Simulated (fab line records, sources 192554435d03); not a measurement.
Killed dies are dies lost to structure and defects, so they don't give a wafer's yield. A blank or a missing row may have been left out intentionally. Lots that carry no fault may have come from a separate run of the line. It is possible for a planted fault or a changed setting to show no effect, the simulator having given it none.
Chamber matching | flow n5 finfet | N5_BEOL_M7_CURE_74 on uv cure-01 has 3 sister chambers
The step cures SiCOH lowk, time 240 s. 20 wafers are shown with their chamber, then 10 later ones without.

WAFERS, EACH WITH ITS CHAMBER
wafer  | chamber | wafer_temp_C_max | lamp power pct (%)
L076.1 | 0       | 386.3            | 52.34
L076.3 | 0       | 386.4            | 52.36
L076.5 | 0       | 386.2            | 52.30
L075.3 | 1       | 385.6            | 52.30
L075.5 | 1       | 385.9            | 52.28
L075.6 | 1       | 385.9            | 52.25
L078.1 | 1       | 386.4            | 52.25
L078.4 | 1       | 385.8            | 52.39
L078.5 | 1       | 385.7            | 52.30
L082.2 | 2       | 386.6            | 52.25
L082.4 | 2       | 386.6            | 52.33
L082.5 | 2       | 386.9            | 52.30
L087.3 | 2       | 386.8            | 52.25
L087.5 | 2       | 387.0            | 52.22
L087.6 | 2       | 387.0            | 52.35
L089.1 | 1       | 386.2            | 52.35
L089.4 | 1       | 386.3            | 52.33
L089.6 | 1       | 386.0            | 52.32
L091.1 | 1       | 386.3            | 52.31
L091.4 | 1       | 386.0            | 52.27

SIGNATURES, as means of the wafers listed above
reading          | chamber 0 | chamber 1 | chamber 2 | scatter within a chamber
wafer_temp_C_max | 386.300   | 386.009   | 386.817   | 0.227
lamp power pct   | 52.3333   | 52.3045   | 52.2833   | 0.0441
Rule: for a wafer and a chamber, the distance is found by dividing, reading by reading, the gap between the wafer's reading and the chamber's mean by the reading's scatter, squaring, summing and taking the root. The wafer belongs to the nearest chamber; if the next one is less than 2 further off, it can't be placed. The scatter: take each reading less its chamber's mean, square it, sum over the shown wafers, divide by the number of wafers less the number of chambers, and take the root.

WAFERS MISSING THEIR CHAMBER
wafer  | wafer_temp_C_max | lamp power pct (%)
L091.5 | 385.4            | 52.28
L093.1 | 386.0            | 52.33
L093.4 | 386.3            | 52.31
L093.6 | 387.0            | 52.24
L095.3 | 387.0            | 52.31
L095.5 | 387.0            | 52.37
L095.6 | 387.0            | 52.41
L097.2 | 386.1            | 52.37
L097.4 | 387.0            | 52.38
L097.6 | 387.1            | 52.36

WHICH CHAMBER EACH ONE RAN IN
wafer  | from the rows above          | in truth
L091.5 | can't be placed: 1 or 0      | 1
L093.1 | can't be placed: 1 or 0      | 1
L093.4 | can't be placed: 0 or 1 or 2 | 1
L093.6 | 2                            | 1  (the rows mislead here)
L095.3 | 2                            | 2
L095.5 | can't be placed: 2 or 0      | 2
L095.6 | can't be placed: 2 or 0 or 1 | 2
L097.2 | can't be placed: 0 or 1      | 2
L097.4 | can't be placed: 2 or 0      | 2
L097.6 | can't be placed: 2 or 0      | 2
Correct placement for 1 of the 10. Not placeable from these rows: 8 (in 7, the candidates include the true chamber). Wrongly placed: 1.
